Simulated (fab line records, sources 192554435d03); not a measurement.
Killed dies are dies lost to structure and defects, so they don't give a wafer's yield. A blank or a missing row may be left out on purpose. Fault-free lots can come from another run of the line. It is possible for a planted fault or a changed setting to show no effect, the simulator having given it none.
Struck lot and sound lot, side by side :: flow n5Finfet :: 16 out of 1938 route steps
Sound: wafers L453.4, L453.5, L453.6. Struck: wafer L466.3. (L466.4 of the same lot was not struck and is left out.) The cause comes at the end.
At each step with rows: each side's tool, then ch and its chambers, then its first start. Under that, the readings that differ: sound wafers :: struck wafers :: difference of the means :: sigmas: that difference in standard deviations of wafers without a fault.
alike: words and numbers the same on both sides, and readings whose means are apart by under 2 such deviations; not compared: readings that were withheld, readings missing a value for some wafer, numbers with overlapping values and no deviation given by the record, and bounds like >300 which may hide the same value.
The two part at a step that has a row with sigmas, a row that says differs or no value, or rows on one side only. Numbers that don't overlap but have no deviation are shown without sigmas and don't part them. A reading missing from all wafers of one side parts the sides only when that side holds two or more wafers.

N5_BEOL_M3_SPUTTER_92: material Cu, target thk 4.5 nm, time 8.29 s.
  sound on pvdSputter-03 at day 8 02:23; struck on pvdSputter-01 at day 11 14:01
  alike: throttleValvePct
then, 1 step without rows for these wafers: N5_BEOL_M3_ANNEAL_93 (time 240 s).
N5_BEOL_M3_SPUTTER_94: material Cu, target thk 4.5 nm, time 8.29 s.
  sound on pvdSputter-03 at day 8 02:36; struck on pvdSputter-01 at day 11 14:14
  alike: throttleValvePct
then, 3 steps without rows for these wafers: N5_BEOL_M3_ANNEAL_95 (time 240 s); N5_BEOL_M3_SPUTTER_96 (material Cu, target thk 4.5 nm, time 8.29 s); N5_BEOL_M3_ECD_50 (material Cu, target thk 300 nm).
N5_BEOL_M3_ANNEAL_51: time 90 s.
  sound on rtpAnneal-02 ch 0, day 8 03:32; struck on rtpAnneal-02 ch 0, day 11 14:44
  alike: wafer_temp_C_max
N5_BEOL_M3_CMP_52: polishes, stops on SiOC, t overpolish 6.8 s, target thk 40 nm.
  sound on cmp-01 ch 0,3, day 8 03:44; struck on cmp-03 ch 1, day 11 15:01
  alike: barrierFieldEndpointS, clearingPlatenRpm, motorCurrentA, overpolishRunS, timeToEndpointS
N5_BEOL_M3_THK_MEAS_53: measures by xrf.
  sound on filmMetro-02 at day 8 04:00; struck on filmMetro-02 at day 11 15:14
  alike: M3_THK
then, 1 step without rows for these wafers: N5_BEOL_M3_PRE_CLEAN_60 (time 15 s).
N5_BEOL_M3_CO_CAP_55: material Co, precursor CCTBA/H2, target thk 2 nm, time 102.1 s.
  sound on cvdCo-02 ch 0,1,2, day 8 04:16; struck on cvdCo-02 ch 2, day 11 15:19
  alike: heaterPowerW
then, 1 step without rows for these wafers: N5_BEOL_M3_PRE_CLEAN_56 (time 15 s).
N5_BEOL_M3_DEP_57: deposits SiCN from 3MS/NH3, target thk 8 nm, time 14 s.
  sound on pecvd-04 ch 0,1,2, day 8 04:22; struck on pecvd-04 ch 0, day 11 15:26
reading: model.SiCN_of_BEOL_M3_DEP_57.thkNm (nm)
sound: 7.8 8 8
struck: 5.2
difference: -2.7
sigmas: 
  alike: showerheadPlenumPTorr, throttleValvePct
  not compared: rfFwdPowerW
N5_BEOL_M3_RS_MEAS_58: a four-point-probe measurement.
  sound on filmMetro-02 at day 8 04:25; struck on filmMetro-01 at day 11 15:31
  alike: M3_RS
N5_BEOL_M4_RC_MEAS_101:
  sound on prober-02 ch 0, day 8 19:16; struck on prober-02 ch 0, day 12 04:12
reading: VT_N (mV)
sound: 252 256 253
struck: 246
difference: -8
sigmas: -2
  alike: DIBL_N, DIBL_P, IOFF_N, IOFF_P, ION_N, ION_P, SS_N, SS_P, VT_P
-- the record jumps here: 5 days lie between the struck wafers' starts before and after (it left off in module BEOL_M4 and takes up again in module PASSIVATION, whose first step shown is number 1936 of the route) --
N5_PASSIVATION_PROBE_49:
  sound on prober-01 at day 13 05:38; struck on prober-01 at day 16 22:01
reading: killedAtContacts
sound: 4 5 14
struck: 21
difference: +13
sigmas: +2

reading: killedOpen
sound: 52 53 68
struck: 87
difference: +29
sigmas: +2

reading: sort_bin_6_memory (%)
sound: 2.2 2.7 3.2
struck: 4.2
difference: +1.5
sigmas: +2
  alike: defectLimitedYield, killed_at_M0_to_M3, killed_at_M4_up, killedAtFrontEnd, killedAtOther, killedDies, killedShort, sort_bin_5_function, sortNPass, sortYieldPct

## WHERE THEY PART
First at N5_BEOL_M4_RC_MEAS_101; last, within this record, at N5_PASSIVATION_PROBE_49.

WHY: what the simulator had put in
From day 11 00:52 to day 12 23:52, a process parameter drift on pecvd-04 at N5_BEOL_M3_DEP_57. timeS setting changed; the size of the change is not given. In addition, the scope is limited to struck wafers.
